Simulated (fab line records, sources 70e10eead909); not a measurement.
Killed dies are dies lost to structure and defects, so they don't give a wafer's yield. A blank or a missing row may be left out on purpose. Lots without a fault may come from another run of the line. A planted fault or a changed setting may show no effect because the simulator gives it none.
Which tool did it? | flow nand_harc | 23 lots, 69 wafers sampled, at 5 steps of a route of 1159

WHAT THE GAUGES READ, wafer by wafer
NHARC_A_CONTACT_OVL_MEAS_09.
lot  | measured     | on         | overlay_x_nm (nm) | overlay_y_nm (nm)
L075 | day 17 00:32 | overlay-02 | -0.3 -0.6 -1.1    | -0.1 0.0 -0.1
L076 | day 17 00:52 | overlay-01 | 0.4 -0.1 -0.5     | -0.4 -0.5 -0.6
L074 | day 17 05:35 | overlay-02 | -0.2 -0.1 -0.7    | -0.4 -0.1 -0.4
L079 | day 17 13:53 | overlay-01 | -0.2 0.0 -0.3     | -0.1 0.0 -0.1
L078 | day 17 17:17 | overlay-02 | 0.4 1.2 1.8       | 0.4 0.6 0.9
L080 | day 17 20:58 | overlay-01 | 2.4 2.3 1.9       | 0.8 0.3 0.8
L077 | day 18 03:31 | overlay-01 | -1.8 -1.9 -1.6    | -1.5 -0.8 -0.8
L081 | day 18 12:05 | overlay-02 | -0.5 -0.2 -0.8    | 0.3 0.2 0.4
L083 | day 19 01:12 | overlay-02 | -1.2 -1.2 -0.7    | 0.9 1.1 1.7
L082 | day 19 01:01 | overlay-01 | 1.1 0.7 1.2       | 0.9 1.6 1.4
L084 | day 19 10:24 | overlay-01 | 0.0 0.6 0.2       | 0.9 1.0 0.8
L086 | day 20 04:55 | overlay-02 | -0.6 -0.6 -0.6    | 0.0 -0.1 -0.2
L087 | day 20 11:19 | overlay-01 | 0.6 0.5 0.6       | -0.7 -0.8 -0.8
L091 | day 20 23:41 | overlay-01 | -2.0 -1.8 -1.2    | 0.2 -0.1 0.2
L090 | day 21 01:08 | overlay-02 | 0.2 0.4 0.0       | 0.1 -0.7 -0.2
L089 | day 21 03:43 | overlay-02 | -1.7 -1.8 -1.8    | 1.6 1.2 2.0
L088 | day 21 08:11 | overlay-01 | 0.3 0.7 0.5       | -1.2 -0.3 -1.2
L093 | day 21 10:28 | overlay-01 | 0.3 0.5 0.3       | 0.7 1.1 0.7
L092 | day 21 15:34 | overlay-02 | -0.6 -1.2 -0.5    | 1.4 1.4 1.8
L096 | day 21 17:52 | overlay-02 | 0.6 0.2 0.5       | -0.4 -0.3 -0.4
L094 | day 21 16:47 | overlay-02 | -0.3 -0.5 -0.4    | -1.6 -1.0 -1.0
L095 | day 21 22:26 | overlay-02 | -0.3 -0.2 -0.6    | -0.7 -1.5 -0.8
L097 | day 22 20:13 | overlay-02 | -0.1 -0.9 -1.0    | 0.4 -0.1 -0.1

WHICH TOOL RAN EACH LOT (tool, then ch and the chambers of the sampled wafers, then the start)
lot  | NHARC_A_WL_FILL_CMP_12        | NHARC_A_CONTACT_DEP_29          | NHARC_A_CONTACT_ETCH_49                       | NHARC_A_CONTACT_ETCH_130
L075 | cmp-03 ch 0,2, day 16 05:41   | pecvd-04 ch 0,1,2, day 16 09:43 | rie_diel-12 ch 0,1,3, day 16 19:53 or earlier | har_cap_etch-02 ch 0,1, day 16 19:53
L076 | cmp-04 ch 1,2, day 16 06:04   | pecvd-04 ch 0,2, day 16 10:32   | rie_diel-01 ch 0,2,3, day 16 20:29 or earlier | har_cap_etch-03 ch 0,1, day 16 20:29
L074 | cmp-04 ch 0,1,3, day 16 10:01 | pecvd-01 ch 2, day 16 13:50     | rie_diel-01 ch 0,2,3, day 17 01:04 or earlier | har_cap_etch-01 ch 0,1, day 17 01:04
L079 | cmp-02 ch 2,3, day 16 19:16   | pecvd-02 ch 0,2, day 16 22:46   | rie_diel-11 ch 0,1,2, day 17 09:13 or earlier | har_cap_etch-03 ch 0, day 17 09:13
L078 | cmp-02 ch 0,1,3, day 16 21:42 | pecvd-02 ch 0,1,2, day 17 01:12 | rie_diel-11 ch 0,3, day 17 11:10 or earlier   | har_cap_etch-01 ch 0,1, day 17 11:10
L080 | cmp-03 ch 1,2,3, day 16 23:40 | pecvd-02 ch 0,2, day 17 03:50   | rie_diel-11 ch 0,1, day 17 14:45 or earlier   | har_cap_etch-03 ch 0,1, day 17 14:45
L077 | cmp-03 ch 1,2,3, day 17 06:43 | pecvd-01 ch 0,1, day 17 11:10   | rie_diel-11 ch 0,2,3, day 17 22:20 or earlier | har_cap_etch-03 ch 0,1, day 17 22:20
L081 | cmp-03 ch 2,3, day 17 17:45   | pecvd-04 ch 0,2, day 17 21:36   | rie_diel-12 ch 2,3, day 18 07:49 or earlier   | har_cap_etch-01 ch 0,1, day 18 07:49
L083 | cmp-02 ch 0,2,3, day 18 06:41 | pecvd-04 ch 0,1,2, day 18 10:02 | rie_diel-11 ch 0,1,2, day 18 20:47 or earlier | har_cap_etch-02 ch 0,1, day 18 20:47
L082 | cmp-03 ch 0,1,3, day 18 06:43 | pecvd-02 ch 1,2, day 18 10:05   | rie_diel-12 ch 0,2, day 18 20:05 or earlier   | har_cap_etch-03 ch 0,1, day 18 20:05
L084 | cmp-04 ch 0,3, day 18 15:46   | pecvd-02 ch 0,1, day 18 19:14   | rie_diel-11 ch 0,2,3, day 19 06:11 or earlier | har_cap_etch-01 ch 0,1, day 19 06:11
L086 | cmp-02 ch 1,3, day 19 09:41   | pecvd-01 ch 1,2, day 19 13:05   | rie_diel-12 ch 0,2,3, day 20 00:20 or earlier | har_cap_etch-02 ch 1, day 20 00:20
L087 | cmp-03 ch 0,2,3, day 19 14:32 | pecvd-02 ch 0,1, day 19 18:58   | rie_diel-11 ch 0,1,2, day 20 04:55 or earlier | har_cap_etch-03 ch 0,1, day 20 04:55
L091 | cmp-04 ch 1,2, day 19 22:53   | pecvd-02 ch 0,1, day 20 02:26   | rie_diel-01 ch 0,1, day 20 15:35 or earlier   | har_cap_etch-02 ch 0,1, day 20 15:35
L090 | cmp-02 ch 0,1,3, day 20 01:17 | pecvd-02 ch 0,1,2, day 20 04:37 | rie_diel-12 ch 0,2,3, day 20 18:01 or earlier | har_cap_etch-01 ch 0,1, day 20 18:01
L089 | cmp-04 ch 1,2,3, day 20 04:11 | pecvd-02 ch 0,2, day 20 08:21   | rie_diel-11 ch 1,2, day 20 20:27 or earlier   | har_cap_etch-03 ch 0, day 20 20:27
L088 | cmp-03 ch 0,3, day 20 05:32   | pecvd-01 ch 0,1,2, day 20 10:38 | rie_diel-11 ch 1,2, day 20 21:22 or earlier   | har_cap_etch-01 ch 0,1, day 20 21:22
L093 | cmp-04 ch 1,2,3, day 20 08:26 | pecvd-02 ch 1,2, day 20 13:20   | rie_diel-12 ch 0,1,3, day 21 02:15 or earlier | har_cap_etch-03 ch 0,1, day 21 02:15
L092 | cmp-03 ch 1,2,3, day 20 09:52 | pecvd-01 ch 0,1,2, day 20 16:41 | rie_diel-01 ch 1,2,3, day 21 09:34 or earlier | har_cap_etch-02 ch 0,1, day 21 09:34
L096 | cmp-02 ch 0,1,2, day 20 14:56 | pecvd-04 ch 0,1,2, day 20 19:37 | rie_diel-01 ch 1,2,3, day 21 13:18 or earlier | har_cap_etch-02 ch 0,1, day 21 13:18
L094 | cmp-03 ch 0,1,2, day 20 14:56 | pecvd-02 ch 1,2, day 20 19:28   | rie_diel-11 ch 0,2, day 21 11:31 or earlier   | har_cap_etch-01 ch 0, day 21 11:31
L095 | cmp-03 ch 0,2,3, day 20 19:43 | pecvd-04 ch 0,1, day 21 02:34   | rie_diel-01 ch 1,3, day 21 16:55 or earlier   | har_cap_etch-01 ch 0,1, day 21 16:55
L097 | cmp-03 ch 0,2, day 21 23:58   | pecvd-01 ch 1,2, day 22 05:03   | rie_diel-11 ch 1,2, day 22 14:53 or earlier   | har_cap_etch-02 ch 0,1, day 22 14:53
- NHARC_A_WL_FILL_CMP_12: polishes, t overpolish 30 s, target thk 75 nm.
- NHARC_A_CONTACT_DEP_29: deposits SiON, target thk 70 nm.
- NHARC_A_CONTACT_ETCH_49: etches the open film in N2/H2, target depth 260 nm, time 475.3 s.
- NHARC_A_CONTACT_ETCH_130: etches the open film in C4F8/O2/Ar, time 155 s, target depth 956 nm.

WHAT THE TOOLS THEMSELVES READ (means of the sampled wafers that have a number; where no wafer has one, the mark that the record gives instead)
NHARC_A_WL_FILL_CMP_12.
lot  | tool   | motor_current_A (A) | overpolish_run_s (s) | slurry_filter_dp_kPa (kPa) | time_to_endpoint_s (s)
L075 | cmp-03 | 11.8                | 30.006               | 13.53                      | 13.9
L076 | cmp-04 | 13.2                | 29.999               | 13.45                      | 15.0
L074 | cmp-04 | 13.9                | 30.003               | 13.55                      | 13.9
L079 | cmp-02 | 11.8                | 29.998               | 13.59                      | 17.2
L078 | cmp-02 | 12.8                | 30.005               | 13.41                      | 14.9
L080 | cmp-03 | 12.4                | 29.996               | 13.56                      | 17.8
L077 | cmp-03 | 12.9                | 30.003               | 13.55                      | 18.4
L081 | cmp-03 | 12.5                | 30.002               | 13.42                      | 19.1
L083 | cmp-02 | 11.9                | 30.002               | 13.48                      | 18.2
L082 | cmp-03 | 14.0                | 29.998               | 13.52                      | 15.8
L084 | cmp-04 | 13.8                | 30.004               | 13.48                      | 13.7
L086 | cmp-02 | 13.0                | 30.004               | 13.59                      | 17.0
L087 | cmp-03 | 12.7                | 30.000               | 13.59                      | 17.7
L091 | cmp-04 | 12.8                | 29.997               | 13.56                      | 16.4
L090 | cmp-02 | 12.5                | 30.004               | 13.45                      | 14.7
L089 | cmp-04 | 13.0                | 30.002               | 13.37                      | 16.0
L088 | cmp-03 | 14.1                | 29.989               | 13.56                      | 18.5
L093 | cmp-04 | 12.9                | 30.007               | 13.46                      | 16.7
L092 | cmp-03 | 12.6                | 30.001               | 13.58                      | 16.4
L096 | cmp-02 | 12.0                | 29.994               | 13.59                      | 18.1
L094 | cmp-03 | 13.0                | 30.002               | 13.51                      | 14.6
L095 | cmp-03 | 12.4                | 29.997               | 13.49                      | 19.6
L097 | cmp-03 | 13.2                | 30.004               | 13.59                      | 15.3

NHARC_A_CONTACT_DEP_29.
lot  | tool     | heater_power_outer_w (W) | heater_power_w (W) | rf_fwd_power_W (W) | susceptor_temp_C (C)
L075 | pecvd-04 | 494                      | 799                | 349.1              | 400.15
L076 | pecvd-04 | 464                      | 752                | 349.1              | 400.07
L074 | pecvd-01 | 432                      | 678                | 348.0              | 400.13
L079 | pecvd-02 | 454                      | 695                | 347.0              | 399.85
L078 | pecvd-02 | 455                      | 750                | 346.9              | 400.18
L080 | pecvd-02 | 442                      | 695                | 348.1              | 400.29
L077 | pecvd-01 | 418                      | 718                | 347.2              | 399.82
L081 | pecvd-04 | 488                      | 788                | 348.7              | 399.96
L083 | pecvd-04 | 405                      | 673                | 349.3              | 400.13
L082 | pecvd-02 | 450                      | 760                | 348.5              | 400.12
L084 | pecvd-02 | 485                      | 766                | 348.3              | 400.19
L086 | pecvd-01 | 429                      | 710                | 348.9              | 400.09
L087 | pecvd-02 | 446                      | 726                | 347.5              | 400.18
L091 | pecvd-02 | 419                      | 688                | 350.1              | 400.17
L090 | pecvd-02 | 446                      | 724                | 348.1              | 400.03
L089 | pecvd-02 | 492                      | 772                | 347.5              | 400.00
L088 | pecvd-01 | 472                      | 781                | 348.2              | 399.82
L093 | pecvd-02 | 502                      | 817                | 347.5              | 400.11
L092 | pecvd-01 | 472                      | 779                | 348.4              | 400.14
L096 | pecvd-04 | 460                      | 752                | 348.8              | 399.96
L094 | pecvd-02 | 473                      | 780                | 347.9              | 400.02
L095 | pecvd-04 | 476                      | 797                | 348.6              | 400.00
L097 | pecvd-01 | 448                      | 729                | 348.5              | 399.95

NHARC_A_CONTACT_ETCH_49.
lot  | tool        | drypump_motor_current_A (A) | oes_product_au (a.u.) | rf_fwd_power_W (W) | rf_vpp_V (V) | showerhead_plenum_p_Torr (Torr) | throttle_valve_pct (%)
L075 | rie_diel-12 | 5.4                         | 0.993                 | 399.5              | 434.3        | 2.17                            | 14.166
L076 | rie_diel-01 | 6.4                         | 0.996                 | 398.1              | 429.9        | 2.01                            | 14.176
L074 | rie_diel-01 | 6.4                         | 0.995                 | 400.2              | 430.0        | 2.01                            | 14.169
L079 | rie_diel-11 | 5.7                         | 0.997                 | 399.7              | 431.4        | 2.08                            | 14.166
L078 | rie_diel-11 | 5.7                         | 1.008                 | 399.3              | 432.5        | 2.12                            | 14.170
L080 | rie_diel-11 | 5.6                         | 1.008                 | 399.7              | 434.2        | 2.16                            | 14.179
L077 | rie_diel-11 | 5.7                         | 1.004                 | 400.2              | 430.7        | 2.04                            | 14.167
L081 | rie_diel-12 | 5.2                         | 1.001                 | 399.3              | 435.0        | 2.20                            | 14.165
L083 | rie_diel-11 | 5.7                         | 1.002                 | 399.6              | 431.3        | 2.08                            | 14.171
L082 | rie_diel-12 | 5.1                         | 0.991                 | 400.0              | 434.9        | 2.20                            | 14.174
L084 | rie_diel-11 | 5.7                         | 1.003                 | 399.1              | 430.1        | 2.04                            | 14.172
L086 | rie_diel-12 | 5.3                         | 0.999                 | 399.3              | 435.0        | 2.20                            | 14.165
L087 | rie_diel-11 | 5.7                         | 1.002                 | 399.0              | 430.9        | 2.07                            | 14.172
L091 | rie_diel-01 | 6.2                         | 1.001                 | 398.8              | 426.5        | 1.93                            | 14.176
L090 | rie_diel-12 | 5.2                         | 0.994                 | 399.7              | 434.3        | 2.19                            | 14.174
L089 | rie_diel-11 | 5.7                         | 1.005                 | 399.7              | 432.0        | 2.08                            | 14.171
L088 | rie_diel-11 | 5.6                         | 0.999                 | 399.0              | 431.4        | 2.08                            | 14.172
L093 | rie_diel-12 | 5.3                         | 1.004                 | 398.9              | 433.9        | 2.16                            | 14.174
L092 | rie_diel-01 | 6.2                         | 1.005                 | 399.7              | 430.2        | 2.06                            | 14.170
L096 | rie_diel-01 | 6.2                         | 0.999                 | 399.3              | 430.5        | 2.06                            | 14.180
L094 | rie_diel-11 | 5.7                         | 1.010                 | 398.2              | 430.8        | 2.07                            | 14.176
L095 | rie_diel-01 | 5.9                         | 1.013                 | 400.5              | 431.5        | 2.06                            | 14.174
L097 | rie_diel-11 | 5.6                         | 0.998                 | 398.3              | 431.6        | 2.08                            | 14.167

NHARC_A_CONTACT_ETCH_130.
lot  | tool            | oes_air_line_au (a.u.)
L075 | har_cap_etch-02 | 1.014
L076 | har_cap_etch-03 | 0.998
L074 | har_cap_etch-01 | 0.992
L079 | har_cap_etch-03 | 1.002
L078 | har_cap_etch-01 | 1.009
L080 | har_cap_etch-03 | 1.022
L077 | har_cap_etch-03 | 1.007
L081 | har_cap_etch-01 | 0.994
L083 | har_cap_etch-02 | 1.004
L082 | har_cap_etch-03 | 1.002
L084 | har_cap_etch-01 | 1.000
L086 | har_cap_etch-02 | 1.008
L087 | har_cap_etch-03 | 0.996
L091 | har_cap_etch-02 | 1.016
L090 | har_cap_etch-01 | 0.991
L089 | har_cap_etch-03 | 0.964
L088 | har_cap_etch-01 | 0.991
L093 | har_cap_etch-03 | 1.006
L092 | har_cap_etch-02 | 0.995
L096 | har_cap_etch-02 | 0.990
L094 | har_cap_etch-01 | 0.998
L095 | har_cap_etch-01 | 1.007
L097 | har_cap_etch-02 | 0.978

THE ANSWER, worked out from the rows above alone
Rule: what is usual is taken from the lots themselves. Put in order of their means at a reading, lots are off if they are a third of the lots or fewer, leave a main group of 4 or more, and stand apart from it by a gap of 3 or more times the standard deviation of the main group's means; of several such gaps the widest counts. A main group whose means are all the same, to the digits that the tables above print for the reading, isn't used. A lot without any number at a reading at which 4 lots or more have one is off too. The other lots that the step has rows for count as sound. The gauges are gone through in route order, then the tools' own readings, and for those a lot's mean is taken as printed above. The first step at which some lot is off is used, and at that step the reading that is off furthest; a lot without a number counts as furthest.
No lot is off at any reading shown: from this, nothing can be told.

WHAT THE SIMULATOR HAD PUT IN
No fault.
